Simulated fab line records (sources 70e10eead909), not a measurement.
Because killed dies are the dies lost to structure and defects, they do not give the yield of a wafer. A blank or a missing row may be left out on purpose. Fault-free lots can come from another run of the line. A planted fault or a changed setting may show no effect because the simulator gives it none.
Which tool was responsible? ; flow nand-harc ; 12 lots with 36 wafers sampled at 5 steps, on a route of 1302 steps

WHAT THE GAUGES READ, wafer by wafer
NHARC_END_SORT_01.
lot;measured;on;killed-at-array;killed-at-other;killed-at-periphery;killed-dies;killed-open;killed-short
L497;day 30 20:09;prober-01;676 674 668;0 0 0;1 3 9;677 677 677;4 1 2;2 7 2
L495;day 30 04:33;prober-01;673 676 675;0 1 0;4 0 2;677 677 677;3 4 3;4 2 0
L496;day 30 13:58;prober-01;667 665 670;1 0 0;9 12 7;677 677 677;3 1 4;2 3 3

WHICH TOOL RAN EACH LOT (tool, then ch and the chambers of the sampled wafers, then the start)
lot;NHARC_A_STAIRCASE_TRIM_24;NHARC_A_STAIRCASE_ETCH_25;NHARC_A_STAIRCASE_ETCH_27;NHARC_A_STAIRCASE_DESCUM_186
L483;rie-diel-03 ch 1,2, day 16 05:03 or earlier;rie-diel-03 ch 0,1, day 16 05:03 or earlier;rie-diel-03 ch 0,2, day 16 05:03;rie-diel-06 ch 0,1,3, day 16 07:00
L484;rie-diel-06 ch 1,2,3, day 17 00:41 or earlier;rie-diel-06 ch 0,1,3, day 17 00:41 or earlier;rie-diel-06 ch 1,2,3, day 17 00:41;rie-diel-09 ch 1,2,3, day 17 02:23
L485;rie-diel-09 ch 0,2, day 17 12:35 or earlier;rie-diel-09 ch 0,1,2, day 17 12:35 or earlier;rie-diel-09 ch 0,1, day 17 12:35;rie-diel-03 ch 1,3, day 17 14:21
L490;rie-diel-09 ch 0,2,3, day 19 07:52 or earlier;rie-diel-09 ch 0,1,2, day 19 07:52 or earlier;rie-diel-09 ch 1,2,3, day 19 07:52;rie-diel-03 ch 0,2,3, day 19 10:15
L497;rie-diel-03 ch 0,1,2, day 21 21:59 or earlier;rie-diel-03 ch 1,2,3, day 21 21:59 or earlier;rie-diel-03 ch 0,1,2, day 21 21:59;rie-diel-03 ch 0,2,3, day 21 23:40
L495;rie-diel-06 ch 0,1,3, day 21 22:46 or earlier;rie-diel-06 ch 1,2,3, day 21 22:46 or earlier;rie-diel-06 ch 0,2,3, day 21 22:46;rie-diel-03 ch 0,1,3, day 22 00:27
L496;rie-diel-03 ch 0,2,3, day 22 03:58 or earlier;rie-diel-03 ch 2,3, day 22 03:58 or earlier;rie-diel-03 ch 1,3, day 22 03:58;rie-diel-03 ch 0,2,3, day 22 05:38
L501;rie-diel-06 ch 1,2,3, day 23 10:27 or earlier;rie-diel-06 ch 0,2,3, day 23 10:27 or earlier;rie-diel-06 ch 0,2,3, day 23 10:27;rie-diel-03 ch 0,1,3, day 23 12:10
L502;rie-diel-06 ch 0,2,3, day 24 13:20 or earlier;rie-diel-06 ch 0,2,3, day 24 13:20 or earlier;rie-diel-06 ch 0,2,3, day 24 13:20;rie-diel-03 ch 1,2,3, day 24 15:02
L504;rie-diel-09 ch 0,1,2, day 24 10:48 or earlier;rie-diel-09 ch 0,1,2, day 24 10:48 or earlier;rie-diel-09 ch 0,1,2, day 24 10:48;rie-diel-09 ch 0,2,3, day 24 12:29
L503;rie-diel-03 ch 2,3, day 24 11:02 or earlier;rie-diel-03 ch 1,2, day 24 11:02 or earlier;rie-diel-03 ch 1,3, day 24 11:02;rie-diel-09 ch 1,3, day 24 12:43
L505;rie-diel-09 ch 1,3, day 25 07:46 or earlier;rie-diel-09 ch 0,2,3, day 25 07:46 or earlier;rie-diel-09 ch 0,1,3, day 25 07:46;rie-diel-03 ch 0,3, day 25 09:20
- NHARC_A_STAIRCASE_TRIM_24: chemistry O2, time 211.2 s.
- NHARC_A_STAIRCASE_ETCH_25: etches the open film in C4F8/O2, target depth 100 nm, time 40.5 s.
- NHARC_A_STAIRCASE_ETCH_27: etches the open film in C4F8/O2, target depth 100 nm, time 40.5 s.
- NHARC_A_STAIRCASE_DESCUM_186: chemistry O2, time 3 s.

AS READ BY THE TOOLS THEMSELVES (means over the sampled wafers that have a number; for cases with no such wafer, the mark the record gives instead)
NHARC_A_STAIRCASE_TRIM_24.
lot;tool;drypump-motor-current-A (A);oes-product-au (a.u.);rf-vpp-V (V);showerhead-plenum-p-Torr (Torr);throttle-valve-pct (%)
L483;rie-diel-03;5.9;1.000;58.0;3.60;17.037
L484;rie-diel-06;5.3;0.995;58.3;3.67;17.029
L485;rie-diel-09;5.6;1.014;57.7;3.52;17.039
L490;rie-diel-09;5.4;1.012;57.4;3.56;17.035
L497;rie-diel-03;5.9;1.001;57.1;3.51;17.038
L495;rie-diel-06;5.2;0.994;58.8;3.64;17.049
L496;rie-diel-03;6.0;0.991;56.6;3.45;17.043
L501;rie-diel-06;5.3;1.002;58.5;3.64;17.038
L502;rie-diel-06;5.5;0.982;58.0;3.75;17.039
L504;rie-diel-09;5.6;1.006;57.6;3.49;17.040
L503;rie-diel-03;6.0;1.009;56.8;3.51;17.051
L505;rie-diel-09;5.1;1.001;57.3;3.45;17.040

NHARC_A_STAIRCASE_ETCH_25.
lot;tool;bias-w (W);chamber-pressure-mTorr (mTorr);oes-product-au (a.u.);rf-vpp-V (V)
L483;rie-diel-03;998;24.996;0.929;895
L484;rie-diel-06;1001;25.018;0.942;900
L485;rie-diel-09;1002;24.995;0.955;896
L490;rie-diel-09;1001;24.992;0.953;895
L497;rie-diel-03;996;25.008;0.951;896
L495;rie-diel-06;1002;25.013;0.940;900
L496;rie-diel-03;998;25.014;0.936;896
L501;rie-diel-06;999;24.997;0.921;904
L502;rie-diel-06;1002;25.015;0.926;903
L504;rie-diel-09;998;24.993;0.963;894
L503;rie-diel-03;996;24.964;0.945;898
L505;rie-diel-09;1000;25.024;0.948;895

NHARC_A_STAIRCASE_ETCH_27.
lot;tool;bias-w (W);chamber-pressure-mTorr (mTorr);oes-product-au (a.u.);rf-vpp-V (V)
L483;rie-diel-03;998;24.998;0.932;893
L484;rie-diel-06;999;24.985;0.949;902
L485;rie-diel-09;997;24.973;0.943;900
L490;rie-diel-09;999;24.992;0.946;892
L497;rie-diel-03;-;-;-;-
L495;rie-diel-06;-;-;-;-
L496;rie-diel-03;-;-;-;-
L501;rie-diel-06;1002;24.989;0.938;903
L502;rie-diel-06;1000;24.996;0.934;903
L504;rie-diel-09;998;25.001;0.952;895
L503;rie-diel-03;1000;25.006;0.940;892
L505;rie-diel-09;996;24.994;0.943;895

NHARC_A_STAIRCASE_DESCUM_186.
lot;tool;drypump-motor-current-A (A);oes-product-au (a.u.);rf-vpp-V (V);showerhead-plenum-p-Torr (Torr);throttle-valve-pct (%)
L483;rie-diel-06;5.2;1.004;58.9;1.99;11.313
L484;rie-diel-09;5.3;1.009;57.9;1.86;11.302
L485;rie-diel-03;5.7;1.010;57.7;1.92;11.308
L490;rie-diel-03;6.0;1.000;57.6;1.87;11.313
L497;rie-diel-03;6.0;0.998;56.8;1.87;11.303
L495;rie-diel-03;5.9;0.993;58.0;1.87;11.309
L496;rie-diel-03;6.0;0.986;57.6;1.87;11.319
L501;rie-diel-03;5.8;1.003;56.5;1.86;11.301
L502;rie-diel-03;5.8;0.995;58.4;1.90;11.314
L504;rie-diel-09;5.4;1.008;57.4;1.92;11.310
L503;rie-diel-09;5.1;0.988;57.9;1.87;11.315
L505;rie-diel-03;6.0;0.994;57.9;1.83;11.306

THE ANSWER, worked out from the rows above alone
Rule: the usual values come from the lots themselves. The widest of any qualifying gaps counts: lots, ordered by their means at a reading, are off when they make up no more than a third of the lots, leave a main group of 4 or more, and stand apart from it by 3 or more times the standard deviation of that group's means. A main group is skipped when, at the precision printed for the reading in the tables above, its means are all equal. Also off: a lot with no number at a reading for which 4 or more lots have one. The other lots that the step has rows for count as sound. The gauges are gone through in route order, then the tools' own readings, and for those a lot's mean is taken as printed above. At the first step where some lot is off, the reading lying furthest off is the one used; lots without a number count as furthest.
Off: L497, L495, L496, at NHARC_A_STAIRCASE_ETCH_27 (bias-w). Without a number there: L497, L495, L496. The main group has a mean of 999 W with a standard deviation of 1.7.
A tool fits if, at that step or a process step before it, it ran every lot that is off, and no sound lot after the first of them. With no start given for some of its lots, NHARC_A_STAIRCASE_TRIM_24 uses the hours and lot order of NHARC_A_STAIRCASE_ETCH_27. With no start given for some of its lots, NHARC_A_STAIRCASE_ETCH_25 uses the hours and lot order of NHARC_A_STAIRCASE_ETCH_27. Of those tried, none fits.

WHAT HAD BEEN PUT IN BY THE SIMULATOR
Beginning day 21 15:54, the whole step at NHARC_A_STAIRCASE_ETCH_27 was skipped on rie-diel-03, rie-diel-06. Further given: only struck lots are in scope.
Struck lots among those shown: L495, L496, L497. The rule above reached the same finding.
